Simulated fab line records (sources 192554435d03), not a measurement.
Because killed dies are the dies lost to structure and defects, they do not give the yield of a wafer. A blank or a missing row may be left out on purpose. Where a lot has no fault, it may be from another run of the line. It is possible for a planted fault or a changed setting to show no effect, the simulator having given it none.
What tool caused it?    flow n5Finfet    24 lots, 72 wafers sampled, at 6 steps of a route of 1938

WHAT THE GAUGES SHOWED, per wafer
The record lacks any reading of a measuring or inspecting step that a usual standard deviation could be used to judge.

WHAT TOOL EACH LOT RAN ON (gives the tool, then ch and the chambers of the sampled wafers, and finally the start)
lot   N5_FIN_SAQP_HM_DEP_72           N5_FIN_SAQP_MANDREL_ETCH_22     N5_FIN_SAQP_MANDREL1_REMOVE_56  N5_FIN_SAQP_MANDREL2_REMOVE_60  N5_FIN_CUT_ETCH_20                N5_FIN_CUT_PRECLEAN_35
L074  pecvd-02 ch 0,1, day 1 21:19    rieSi-01 ch 0,2,3, day 1 22:10  rieSi-03 ch 0,1,2, day 1 23:48  rieSi-01 ch 1,2,3, day 2 01:41  rieDiel-05 ch 0,2,3, day 2 03:01  vaporEtch-02 ch 0,1, day 2 03:31
L075  pecvd-01 ch 0,1,2, day 2 04:43  rieSi-03 ch 0,3, day 2 05:32    rieSi-03 ch 0,1,2, day 2 07:31  rieSi-02 ch 1,2,3, day 2 09:07  rieDiel-05 ch 1,2, day 2 10:41    vaporEtch-02 ch 0,1, day 2 11:11
L076  pecvd-01 ch 0,1,2, day 2 09:02  rieSi-02 ch 1,2, day 2 09:51    rieSi-03 ch 1,2, day 2 11:42    rieSi-02 ch 0,3, day 2 13:20    rieDiel-03 ch 2,3, day 2 14:31    vaporEtch-02 ch 0,1, day 2 15:01
L077  pecvd-02 ch 0,1, day 2 15:29    rieSi-02 ch 0,2,3, day 2 16:11  rieSi-03 ch 0,3, day 2 17:48    rieSi-01 ch 0,1, day 2 19:29    rieDiel-05 ch 0,1,2, day 2 20:39  vaporEtch-01 ch 0,1, day 2 21:10
L078  pecvd-02 ch 0,1, day 2 21:09    rieSi-02 ch 0,2,3, day 2 22:15  rieSi-02 ch 0,2,3, day 3 00:33  rieSi-03 ch 1,2,3, day 3 02:11  rieDiel-05 ch 1,2,3, day 3 03:22  vaporEtch-01 ch 0,1, day 3 03:51
L079  pecvd-03 ch 0,1,2, day 3 03:02  rieSi-02 ch 0,2, day 3 04:01    rieSi-03 ch 1,2,3, day 3 06:05  rieSi-02 ch 0,3, day 3 08:07    rieDiel-05 ch 1,2,3, day 3 09:26  vaporEtch-01 ch 0,1, day 3 09:56
L080  pecvd-02 ch 0,1,2, day 3 10:27  rieSi-01 ch 0,3, day 3 11:31    rieSi-01 ch 0,2,3, day 3 13:32  rieSi-03 ch 2,3, day 3 15:05    rieDiel-05 ch 0,2,3, day 3 16:28  vaporEtch-02 ch 0,1, day 3 17:06
L081  pecvd-02 ch 0,1,2, day 3 15:28  rieSi-02 ch 0,2,3, day 3 16:17  rieSi-01 ch 1,2,3, day 3 17:56  rieSi-01 ch 1,2,3, day 3 19:29  rieDiel-05 ch 0,1,3, day 3 20:40  vaporEtch-01 ch 0,1, day 3 21:10
L082  pecvd-01 ch 0,1, day 3 21:28    rieSi-02 ch 0,1,2, day 3 22:11  rieSi-01 ch 0,1,2, day 3 23:56  rieSi-01 ch 0,1,2, day 4 01:28  rieDiel-03 ch 0,2,3, day 4 02:39  vaporEtch-02 ch 0,1, day 4 03:09
L083  pecvd-01 ch 1,2, day 4 03:52    rieSi-03 ch 0,3, day 4 04:35    rieSi-02 ch 0,1,2, day 4 06:11  rieSi-02 ch 1,2,3, day 4 07:55  rieDiel-02 ch 0,2,3, day 4 09:13  vaporEtch-02 ch 0,1, day 4 09:43
L084  pecvd-03 ch 1,2, day 4 09:36    rieSi-01 ch 0,1,2, day 4 10:42  rieSi-01 ch 1,2,3, day 4 12:23  rieSi-01 ch 0,1,2, day 4 14:53  rieDiel-03 ch 1,2,3, day 4 16:37  vaporEtch-01 ch 0,1, day 4 18:20
L085  pecvd-01 ch 0,2, day 4 15:31    rieSi-01 ch 1,3, day 4 16:32    rieSi-03 ch 2,3, day 4 18:13    rieSi-01 ch 2,3, day 4 20:17    rieDiel-05 ch 0,1, day 4 21:43    vaporEtch-01 ch 0,1, day 4 22:12
L086  pecvd-01 ch 1,2, day 4 20:56    rieSi-01 ch 0,1,2, day 4 21:45  rieSi-02 ch 0,1,2, day 4 23:55  rieSi-02 ch 1,2,3, day 5 01:33  rieDiel-02 ch 0,2, day 5 03:07    vaporEtch-01 ch 0,1, day 5 04:29
L087  pecvd-03 ch 0,1,2, day 5 03:41  rieSi-03 ch 0,1, day 5 04:24    rieSi-01 ch 1,2,3, day 5 08:07  rieSi-01 ch 0,2,3, day 5 10:05  rieDiel-05 ch 0,2, day 5 11:19    vaporEtch-02 ch 0,1, day 5 11:49
L088  pecvd-02 ch 0,2, day 5 09:02    rieSi-03 ch 2,3, day 5 10:08    rieSi-02 ch 0,2, day 5 12:24    rieSi-01 ch 0,3, day 5 14:11    rieDiel-03 ch 0,1,2, day 5 15:52  vaporEtch-02 ch 0,1, day 5 16:22
L089  pecvd-03 ch 0,1,2, day 5 15:58  rieSi-02 ch 1,3, day 5 16:48    rieSi-02 ch 1,2, day 5 18:25    rieSi-01 ch 0,2,3, day 5 20:08  rieDiel-05 ch 1,2,3, day 5 21:18  vaporEtch-02 ch 0,1, day 5 21:48
L090  pecvd-02 ch 0,1,2, day 5 21:08  rieSi-01 ch 0,1,2, day 5 21:50  rieSi-02 ch 0,1,3, day 5 23:26  rieSi-01 ch 0,1,2, day 6 01:19  rieDiel-03 ch 2,3, day 6 02:37    vaporEtch-02 ch 0,1, day 6 03:07
L091  pecvd-03 ch 0,2, day 6 03:00    rieSi-03 ch 1,2, day 6 03:50    rieSi-01 ch 0,2, day 6 05:29    rieSi-02 ch 1,2, day 6 07:23    rieDiel-03 ch 0,1,2, day 6 08:55  vaporEtch-02 ch 0,1, day 6 09:25
L092  pecvd-03 ch 0,1,2, day 6 09:25  rieSi-02 ch 0,1,2, day 6 10:44  rieSi-01 ch 1,3, day 6 12:58    rieSi-01 ch 1,2,3, day 6 14:38  rieDiel-05 ch 0,1,2, day 6 15:59  vaporEtch-02 ch 0, day 6 16:28
L093  pecvd-01 ch 0,1,2, day 6 17:15  rieSi-02 ch 0,1,2, day 6 18:04  rieSi-01 ch 0,2,3, day 6 19:43  rieSi-03 ch 0,3, day 6 21:20    rieDiel-02 ch 1,2,3, day 6 22:38  vaporEtch-02 ch 0,1, day 6 23:08
L094  pecvd-01 ch 0,1, day 6 22:02    rieSi-02 ch 0,2,3, day 6 23:03  rieSi-01 ch 0,3, day 7 00:43    rieSi-03 ch 1,3, day 7 02:41    rieDiel-02 ch 1,2,3, day 7 04:21  vaporEtch-01 ch 0,1, day 7 04:51
L095  pecvd-03 ch 0,1,2, day 7 04:17  rieSi-02 ch 1,2,3, day 7 05:27  rieSi-01 ch 0,2,3, day 7 07:29  rieSi-01 ch 0,1,2, day 7 09:01  rieDiel-03 ch 0,1,3, day 7 10:22  vaporEtch-01 ch 0,1, day 7 10:51
L096  pecvd-01 ch 0,1, day 7 10:34    rieSi-03 ch 0,1,3, day 7 11:27  rieSi-03 ch 2,3, day 7 13:28    rieSi-03 ch 0,2,3, day 7 15:20  rieDiel-05 ch 1,2,3, day 7 16:34  vaporEtch-01 ch 0,1, day 7 17:05
L097  pecvd-03 ch 0,1,2, day 7 15:14  rieSi-03 ch 0,1,3, day 7 16:14  rieSi-02 ch 0,1,3, day 7 17:52  rieSi-02 ch 1,2,3, day 7 19:37  rieDiel-03 ch 1,3, day 7 20:48    vaporEtch-01 ch 0,1, day 7 21:18
- N5_FIN_SAQP_HM_DEP_72: deposits SiO2 from SiH4/N2O, target thk 12 nm, time 7.2 s.
- N5_FIN_SAQP_MANDREL_ETCH_22: etches a-Si in HBr/Cl2, stops on SiNx, target depth 60 nm, bt time 10 s, time 30 s.
- N5_FIN_SAQP_MANDREL1_REMOVE_56: chemistry HBr/Cl2/O2, target a-Si, stops on SiNx, bt time 10 s.
- N5_FIN_SAQP_MANDREL2_REMOVE_60: chemistry HBr/Cl2/O2, target a-Si, stops on SiNx, bt time 10 s.
- N5_FIN_CUT_ETCH_20: etches SiARC in CF4, target depth 26 nm, time 43.3 s.
- N5_FIN_CUT_PRECLEAN_35: cleans in vHF, time 13.3 s.

WHAT THE TOOLS THEMSELVES READ (means of the sampled wafers that have a number; where no wafer has one, the mark that the record gives instead)
N5_FIN_SAQP_HM_DEP_72.
lot   tool      heaterPowerW (W)  showerheadPlenumPTorr (Torr)
L074  pecvd-02  743               8.06
L075  pecvd-01  840               8.15
L076  pecvd-01  846               8.16
L077  pecvd-02  640               8.06
L078  pecvd-02  700               8.07
L079  pecvd-03  677               8.10
L080  pecvd-02  682               8.09
L081  pecvd-02  754               8.09
L082  pecvd-01  843               8.05
L083  pecvd-01  843               8.23
L084  pecvd-03  777               8.04
L085  pecvd-01  773               8.19
L086  pecvd-01  839               8.23
L087  pecvd-03  687               8.11
L088  pecvd-02  759               8.13
L089  pecvd-03  699               8.10
L090  pecvd-02  705               8.09
L091  pecvd-03  618               8.20
L092  pecvd-03  695               8.10
L093  pecvd-01  786               8.17
L094  pecvd-01  878               8.09
L095  pecvd-03  720               8.10
L096  pecvd-01  835               8.08
L097  pecvd-03  686               8.11

N5_FIN_SAQP_MANDREL_ETCH_22.
lot   tool      drypumpMotorCurrentA (A)  oesProductAu (a.u.)  throttleValvePct (%)
L074  rieSi-01  5.5                       0.768                35.6
L075  rieSi-03  5.8                       0.790                35.4
L076  rieSi-02  5.7                       0.777                35.3
L077  rieSi-02  5.6                       0.780                35.3
L078  rieSi-02  5.6                       0.783                35.3
L079  rieSi-02  6.1                       0.775                35.6
L080  rieSi-01  5.2                       0.769                35.4
L081  rieSi-02  5.6                       0.779                35.3
L082  rieSi-02  5.9                       0.786                35.4
L083  rieSi-03  6.1                       0.768                35.1
L084  rieSi-01  5.8                       0.763                35.7
L085  rieSi-01  5.3                       0.750                35.7
L086  rieSi-01  5.8                       0.759                35.7
L087  rieSi-03  5.5                       0.763                34.8
L088  rieSi-03  5.6                       0.783                35.3
L089  rieSi-02  5.0                       0.774                35.0
L090  rieSi-01  5.8                       0.764                35.6
L091  rieSi-03  5.5                       0.767                34.6
L092  rieSi-02  5.9                       0.779                35.4
L093  rieSi-02  5.9                       0.784                35.4
L094  rieSi-02  5.6                       0.780                35.2
L095  rieSi-02  5.4                       0.777                35.1
L096  rieSi-03  5.7                       0.784                35.0
L097  rieSi-03  5.7                       0.775                35.1

N5_FIN_SAQP_MANDREL1_REMOVE_56.
lot   tool      drypumpMotorCurrentA (A)  oesProductAu (a.u.)  throttleValvePct (%)
L074  rieSi-03  5.7                       0.986                36.1
L075  rieSi-03  5.7                       0.993                36.0
L076  rieSi-03  5.5                       0.983                35.9
L077  rieSi-03  5.8                       1.022                36.7
L078  rieSi-02  5.6                       1.010                36.6
L079  rieSi-03  5.4                       1.008                36.3
L080  rieSi-01  5.5                       0.992                36.9
L081  rieSi-01  5.3                       0.978                37.0
L082  rieSi-01  5.8                       0.992                37.0
L083  rieSi-02  5.9                       1.023                36.8
L084  rieSi-01  5.3                       0.981                37.0
L085  rieSi-03  5.6                       0.989                36.3
L086  rieSi-02  5.9                       1.027                36.8
L087  rieSi-01  5.3                       0.973                37.0
L088  rieSi-02  6.1                       1.028                37.0
L089  rieSi-02  5.7                       1.029                36.6
L090  rieSi-02  5.5                       1.014                36.7
L091  rieSi-01  6.0                       0.993                36.9
L092  rieSi-01  5.3                       0.982                37.0
L093  rieSi-01  5.5                       0.998                36.9
L094  rieSi-01  5.7                       1.016                36.8
L095  rieSi-01  5.5                       0.989                36.9
L096  rieSi-03  5.6                       0.999                36.3
L097  rieSi-02  5.5                       1.010                36.6

N5_FIN_SAQP_MANDREL2_REMOVE_60.
lot   tool      drypumpMotorCurrentA (A)  oesProductAu (a.u.)  throttleValvePct (%)
L074  rieSi-01  5.3                       0.971                37.0
L075  rieSi-02  5.4                       1.012                36.5
L076  rieSi-02  5.3                       1.005                36.5
L077  rieSi-01  5.8                       0.988                37.0
L078  rieSi-03  5.5                       1.005                36.3
L079  rieSi-02  5.7                       1.016                36.8
L080  rieSi-03  5.6                       1.018                36.6
L081  rieSi-01  5.3                       0.983                37.0
L082  rieSi-01  5.8                       0.983                37.0
L083  rieSi-02  5.4                       1.014                36.4
L084  rieSi-01  5.8                       0.991                37.0
L085  rieSi-01  5.0                       0.984                36.9
L086  rieSi-02  5.4                       1.017                36.4
L087  rieSi-01  5.5                       0.981                36.9
L088  rieSi-01  5.8                       1.010                36.8
L089  rieSi-01  5.5                       0.995                36.9
L090  rieSi-01  5.8                       0.980                37.0
L091  rieSi-02  5.8                       1.033                36.5
L092  rieSi-01  5.3                       0.977                37.0
L093  rieSi-03  5.8                       1.014                36.7
L094  rieSi-03  5.2                       1.012                36.3
L095  rieSi-01  5.8                       0.982                37.0
L096  rieSi-03  5.9                       1.004                36.4
L097  rieSi-02  5.4                       1.025                36.4

N5_FIN_CUT_ETCH_20.
lot   tool        drypumpMotorCurrentA (A)  etchRfOnTimeS (s)  oesProductAu (a.u.)  rfVppV (V)  showerheadPlenumPTorr (Torr)  throttleValvePct (%)
L074  rieDiel-05  6.4                       43.9               0.67                 184.2       2.16                          15.49
L075  rieDiel-05  6.2                       43.6               0.66                 183.4       2.16                          15.53
L076  rieDiel-03  5.6                       44.7               0.61                 184.3       2.22                          15.84
L077  rieDiel-05  6.2                       43.8               0.65                 184.0       2.14                          15.49
L078  rieDiel-05  5.9                       44.1               0.64                 184.3       2.19                          15.65
L079  rieDiel-05  5.9                       43.7               0.64                 183.8       2.19                          15.65
L080  rieDiel-05  6.4                       44.8               0.65                 183.8       2.15                          15.50
L081  rieDiel-05  5.9                       44.7               0.63                 183.9       2.17                          15.60
L082  rieDiel-03  5.5                       44.0               0.61                 183.5       2.19                          15.89
L083  rieDiel-02  5.8                       44.8               0.60                 183.8       2.16                          15.61
L084  rieDiel-03  5.4                       43.6               0.63                 184.6       2.20                          15.84
L085  rieDiel-05  5.7                       44.6               0.62                 183.9       2.16                          15.60
L086  rieDiel-02  5.4                       45.4               0.61                 184.0       2.16                          15.65
L087  rieDiel-05  6.6                       44.4               0.66                 183.1       2.10                          15.37
L088  rieDiel-03  5.7                       42.7               0.61                 183.8       2.15                          16.03
L089  rieDiel-05  6.0                       44.1               0.62                 184.3       2.18                          15.69
L090  rieDiel-03  5.2                       44.9               0.62                 184.2       2.22                          15.76
L091  rieDiel-03  5.7                       42.5               0.61                 183.7       2.15                          16.04
L092  rieDiel-05  6.2                       44.4               0.63                 183.6       2.13                          15.53
L093  rieDiel-02  6.1                       43.9               0.63                 184.2       2.14                          15.49
L094  rieDiel-02  6.2                       44.4               0.63                 183.9       2.14                          15.50
L095  rieDiel-03  5.3                       41.8               0.72                 183.7       2.16                          15.72
L096  rieDiel-05  5.9                       44.8               0.61                 184.5       2.18                          15.72
L097  rieDiel-03  5.0                       42.3               0.64                 185.2       2.20                          15.77

N5_FIN_CUT_PRECLEAN_35.
lot   tool          drypumpMotorCurrentA (A)  forelinePTorr (Torr)
L074  vaporEtch-02  5.7                       0.1284
L075  vaporEtch-02  5.7                       0.1278
L076  vaporEtch-02  5.6                       0.1277
L077  vaporEtch-01  6.2                       0.1279
L078  vaporEtch-01  6.2                       0.1276
L079  vaporEtch-01  6.2                       0.1279
L080  vaporEtch-02  5.7                       0.1280
L081  vaporEtch-01  5.9                       0.1276
L082  vaporEtch-02  5.6                       0.1279
L083  vaporEtch-02  5.7                       0.1281
L084  vaporEtch-01  5.9                       0.1282
L085  vaporEtch-01  6.2                       0.1275
L086  vaporEtch-01  5.9                       0.1282
L087  vaporEtch-02  5.7                       0.1280
L088  vaporEtch-02  5.7                       0.1277
L089  vaporEtch-02  5.7                       0.1279
L090  vaporEtch-02  5.6                       0.1282
L091  vaporEtch-02  5.7                       0.1276
L092  vaporEtch-02  5.6                       0.1283
L093  vaporEtch-02  5.6                       0.1283
L094  vaporEtch-01  5.9                       0.1276
L095  vaporEtch-01  5.9                       0.1283
L096  vaporEtch-01  5.9                       0.1278
L097  vaporEtch-01  5.9                       0.1276

THE ANSWER, worked out from the rows above alone
Rule: the lots themselves supply what counts as usual. The widest of any qualifying gaps counts: lots, ordered by their means at a reading, are off when they make up no more than a third of the lots, leave a main group of 4 or more, and stand apart from it by 3 or more times the standard deviation of that group's means. A main group is skipped when, at the precision printed for the reading in the tables above, its means are all equal. A lot without any number at a reading at which 4 lots or more have one is off too. Where the step has rows for the other lots, those lots are counted as sound. After the gauges, taken in route order, come the tools' own readings; for these a lot's mean is taken, as printed above. At the first step where some lot is off, the reading lying furthest off is the one used; lots without a number count as furthest.
Nothing can be told from this: no lot is off at any reading shown.

WHAT THE SIMULATOR PUT IN
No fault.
